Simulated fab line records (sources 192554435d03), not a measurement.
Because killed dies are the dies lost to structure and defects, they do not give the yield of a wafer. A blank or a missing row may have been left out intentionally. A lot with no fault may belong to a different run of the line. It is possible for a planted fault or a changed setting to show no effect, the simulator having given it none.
Which tool is to blame? / flow n5Finfet / at 1 step of a route of 1938, 12 lots with 36 wafers sampled

WHAT THE GAUGES READ, wafer by wafer
N5_GATE_CUT_OVL_MEAS_14.
lot=L075; measured=day 4 16:29; on=overlay-02; GATE_CUT_OVL (nm)=-0.8 -1.7 -0.6
lot=L077; measured=day 5 07:03; on=overlay-02; GATE_CUT_OVL (nm)=0.7 1.5 0.3
lot=L079; measured=day 5 20:30; on=overlay-01; GATE_CUT_OVL (nm)=0.8 1.2 1.2
lot=L081; measured=day 6 10:43; on=overlay-01; GATE_CUT_OVL (nm)=-0.7 1.3 -0.3
lot=L083; measured=day 6 17:21; on=overlay-01; GATE_CUT_OVL (nm)=0.1 -0.5 0.2
lot=L085; measured=day 7 09:05; on=overlay-01; GATE_CUT_OVL (nm)=0.6 0.1 0.6
lot=L087; measured=day 7 20:53; on=overlay-01; GATE_CUT_OVL (nm)=1.8 0.8 0.3
lot=L089; measured=day 8 05:14; on=overlay-02; GATE_CUT_OVL (nm)=-0.1 0.0 -1.1
lot=L091; measured=day 8 15:28; on=overlay-01; GATE_CUT_OVL (nm)=-1.7 -0.7 -0.8
lot=L093; measured=day 9 08:15; on=overlay-01; GATE_CUT_OVL (nm)=0.1 -0.5 -0.6
lot=L095; measured=day 9 23:04; on=overlay-02; GATE_CUT_OVL (nm)=0.2 -0.6 0.3
lot=L096; measured=day 10 08:21; on=overlay-02; GATE_CUT_OVL (nm)=0.4 -0.2 -1.0

EACH LOT AND THE TOOL THAT RAN IT (in order: tool; ch and the chambers of the sampled wafers; start)
The record shows no process step preceding these readings.

THE ANSWER, worked out from the rows above alone
Rule: what is usual is taken from the lots themselves. Put in order of their means at a reading, lots are off if they are a third of the lots or fewer, leave a main group of 4 or more, and stand apart from it by a gap of 3 or more times the standard deviation of the main group's means; of several such gaps the widest counts. Not used: any main group whose means are identical at the precision the tables above print for the reading. Also off: a lot with no number at a reading for which 4 or more lots have one. Where the step has rows for the other lots, those lots are counted as sound.
Nothing can be told from this: no lot is off at any reading shown.

WHAT WAS PUT IN BY THE SIMULATOR
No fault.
